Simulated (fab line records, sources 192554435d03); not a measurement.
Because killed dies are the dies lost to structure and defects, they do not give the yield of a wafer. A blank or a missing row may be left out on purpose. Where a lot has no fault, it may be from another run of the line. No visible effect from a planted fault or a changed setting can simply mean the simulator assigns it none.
Split-lot study || flow n5 finfet || on a route of 1938 steps: 7 lots, 21 wafers read

ABOUT THE SPLIT
At N5_BEOL_M14_COAT_66 (time 60 s, resist thk 110 nm), the setting spin rpm was moved away from the recipe's 1500 rpm on 4 of the 21 wafers read, by -8.5% to -3.0%. All remaining wafers had this setting at the recipe value.

The reading is taken at the split's own step.

THE READING
SiARC_of_BEOL_M14_COAT_66.thk nm (the simulator's own value, which no gauge read), in nm, at N5_BEOL_M14_COAT_66 (time 60 s, resist thk 110 nm). There is no usual value for it anywhere in the file. Across the 17 wafers here that went through the recipe, the average is 110.0 nm and the standard deviation 0.35 nm.

{"wafer": "L074.1", "tool, chamber at the split": "litho track-02, 0", "spin rpm as run, rpm": 1372, "against the recipe": "-8.5%", "SiARC_of_BEOL_M14_COAT_66.thk nm, nm": 115.2, "against lot-mates on the recipe": "+5.1"}
{"wafer": "L074.2", "tool, chamber at the split": "litho track-02, 0", "spin rpm as run, rpm": 1500, "against the recipe": "recipe", "SiARC_of_BEOL_M14_COAT_66.thk nm, nm": 110.2, "against lot-mates on the recipe": "-"}
{"wafer": "L074.3", "tool, chamber at the split": "litho track-02, 0", "spin rpm as run, rpm": 1500, "against the recipe": "recipe", "SiARC_of_BEOL_M14_COAT_66.thk nm, nm": 110, "against lot-mates on the recipe": "-"}
{"wafer": "L076.2", "tool, chamber at the split": "litho track-05, 0", "spin rpm as run, rpm": 1500, "against the recipe": "recipe", "SiARC_of_BEOL_M14_COAT_66.thk nm, nm": 109.6, "against lot-mates on the recipe": "-"}
{"wafer": "L076.3", "tool, chamber at the split": "litho track-05, 0", "spin rpm as run, rpm": 1500, "against the recipe": "recipe", "SiARC_of_BEOL_M14_COAT_66.thk nm, nm": 109.6, "against lot-mates on the recipe": "-"}
{"wafer": "L076.6", "tool, chamber at the split": "litho track-05, 0", "spin rpm as run, rpm": 1455, "against the recipe": "-3.0%", "SiARC_of_BEOL_M14_COAT_66.thk nm, nm": 111, "against lot-mates on the recipe": "+1.4"}
{"wafer": "L080.1", "tool, chamber at the split": "litho track-02, 0", "spin rpm as run, rpm": 1500, "against the recipe": "recipe", "SiARC_of_BEOL_M14_COAT_66.thk nm, nm": 110.2, "against lot-mates on the recipe": "-"}
{"wafer": "L080.3", "tool, chamber at the split": "litho track-02, 0", "spin rpm as run, rpm": 1500, "against the recipe": "recipe", "SiARC_of_BEOL_M14_COAT_66.thk nm, nm": 110, "against lot-mates on the recipe": "-"}
{"wafer": "L080.6", "tool, chamber at the split": "litho track-02, 0", "spin rpm as run, rpm": 1500, "against the recipe": "recipe", "SiARC_of_BEOL_M14_COAT_66.thk nm, nm": 109.8, "against lot-mates on the recipe": "-"}
{"wafer": "L078.4", "tool, chamber at the split": "litho track-05, 0", "spin rpm as run, rpm": 1500, "against the recipe": "recipe", "SiARC_of_BEOL_M14_COAT_66.thk nm, nm": 109.8, "against lot-mates on the recipe": "-"}
{"wafer": "L078.5", "tool, chamber at the split": "litho track-05, 0", "spin rpm as run, rpm": 1500, "against the recipe": "recipe", "SiARC_of_BEOL_M14_COAT_66.thk nm, nm": 109.4, "against lot-mates on the recipe": "-"}
{"wafer": "L078.6", "tool, chamber at the split": "litho track-05, 0", "spin rpm as run, rpm": 1413, "against the recipe": "-5.8%", "SiARC_of_BEOL_M14_COAT_66.thk nm, nm": 113.6, "against lot-mates on the recipe": "+4.0"}
{"wafer": "L084.1", "tool, chamber at the split": "litho track-02, 0", "spin rpm as run, rpm": 1500, "against the recipe": "recipe", "SiARC_of_BEOL_M14_COAT_66.thk nm, nm": 109.8, "against lot-mates on the recipe": "-"}
{"wafer": "L084.2", "tool, chamber at the split": "litho track-02, 0", "spin rpm as run, rpm": 1500, "against the recipe": "recipe", "SiARC_of_BEOL_M14_COAT_66.thk nm, nm": 109.8, "against lot-mates on the recipe": "-"}
{"wafer": "L084.4", "tool, chamber at the split": "litho track-02, 0", "spin rpm as run, rpm": 1500, "against the recipe": "recipe", "SiARC_of_BEOL_M14_COAT_66.thk nm, nm": 109.6, "against lot-mates on the recipe": "-"}
{"wafer": "L089.2", "tool, chamber at the split": "litho track-05, 0", "spin rpm as run, rpm": 1377, "against the recipe": "-8.2%", "SiARC_of_BEOL_M14_COAT_66.thk nm, nm": 115, "against lot-mates on the recipe": "+4.8"}
{"wafer": "L089.4", "tool, chamber at the split": "litho track-05, 0", "spin rpm as run, rpm": 1500, "against the recipe": "recipe", "SiARC_of_BEOL_M14_COAT_66.thk nm, nm": 110.4, "against lot-mates on the recipe": "-"}
{"wafer": "L089.6", "tool, chamber at the split": "litho track-05, 0", "spin rpm as run, rpm": 1500, "against the recipe": "recipe", "SiARC_of_BEOL_M14_COAT_66.thk nm, nm": 110, "against lot-mates on the recipe": "-"}
{"wafer": "L093.2", "tool, chamber at the split": "litho track-04, 0", "spin rpm as run, rpm": 1500, "against the recipe": "recipe", "SiARC_of_BEOL_M14_COAT_66.thk nm, nm": 110.6, "against lot-mates on the recipe": "-"}
{"wafer": "L093.5", "tool, chamber at the split": "litho track-04, 0", "spin rpm as run, rpm": 1500, "against the recipe": "recipe", "SiARC_of_BEOL_M14_COAT_66.thk nm, nm": 110.6, "against lot-mates on the recipe": "-"}
{"wafer": "L093.6", "tool, chamber at the split": "litho track-04, 0", "spin rpm as run, rpm": 1500, "against the recipe": "recipe", "SiARC_of_BEOL_M14_COAT_66.thk nm, nm": 110.4, "against lot-mates on the recipe": "-"}

THE FIT
A straight line over all 21 wafers: SiARC_of_BEOL_M14_COAT_66.thk nm changes by -0.603 nm for each +1% of spin rpm; r = -0.98; the points scatter about the line by 0.38 nm.
The same after taking each lot's own level away (the mean of its wafers on the recipe; 21 wafers): -0.605 nm for each +1%; r = -0.99; scatter 0.2 nm.
On that fit, the largest move of spin rpm shifts the reading by 5.2 nm.
Across the lots, their own levels run from 109.60 to 110.53 nm, a range of 2.6 times the standard deviation given above.
Consequently the slope shifts little with the lot-to-lot level, the two slopes agreeing.
Check: for one of the wafers moved furthest among these (-8.5%), held out of the fit, the line's prediction against its lot-mates is +5.19 nm. Against them it came out at +5.1 nm.

FURTHER SPLITS ON THESE WAFERS
Note: prior to the reading, these wafers also went through further splits. Each is held against what the fit with the lots' levels taken away leaves over:
{"other split on the same wafers": "N5_BEOL_M7_ETCH_41 source w", "wafers away from the commonest value": 5, "r with SiARC_of_BEOL_M14_COAT_66.thk nm (lot level and that fit taken away)": -0.50}
{"other split on the same wafers": "N5_BEOL_M8_COAT_22 spin rpm", "wafers away from the commonest value": 5, "r with SiARC_of_BEOL_M14_COAT_66.thk nm (lot level and that fit taken away)": "+0.28"}
{"other split on the same wafers": "N5_BEOL_M9_COAT_22 spin rpm", "wafers away from the commonest value": 8, "r with SiARC_of_BEOL_M14_COAT_66.thk nm (lot level and that fit taken away)": -0.12}
{"other split on the same wafers": "N5_BEOL_M9_ETCH_66 time s", "wafers away from the commonest value": 3, "r with SiARC_of_BEOL_M14_COAT_66.thk nm (lot level and that fit taken away)": "+0.08"}
{"other split on the same wafers": "N5_BEOL_M10_COAT_63 spin rpm", "wafers away from the commonest value": 5, "r with SiARC_of_BEOL_M14_COAT_66.thk nm (lot level and that fit taken away)": -0.09}
{"other split on the same wafers": "N5_BEOL_M10_PEB_26 peb time s", "wafers away from the commonest value": 6, "r with SiARC_of_BEOL_M14_COAT_66.thk nm (lot level and that fit taken away)": "+0.15"}
{"other split on the same wafers": "N5_BEOL_M10_ETCH_41 source w", "wafers away from the commonest value": 8, "r with SiARC_of_BEOL_M14_COAT_66.thk nm (lot level and that fit taken away)": "+0.29"}
{"other split on the same wafers": "N5_BEOL_M11_TRENCH_ETCH_37 time s", "wafers away from the commonest value": 4, "r with SiARC_of_BEOL_M14_COAT_66.thk nm (lot level and that fit taken away)": -0.12}
{"other split on the same wafers": "N5_BEOL_M12_SPUTTER_44 time s", "wafers away from the commonest value": 4, "r with SiARC_of_BEOL_M14_COAT_66.thk nm (lot level and that fit taken away)": -0.37}

FILE'S OWN FIT
SiARC_of_BEOL_M14_COAT_66.thk nm changes by -0.604 nm for each +1% of spin rpm, r = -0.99.
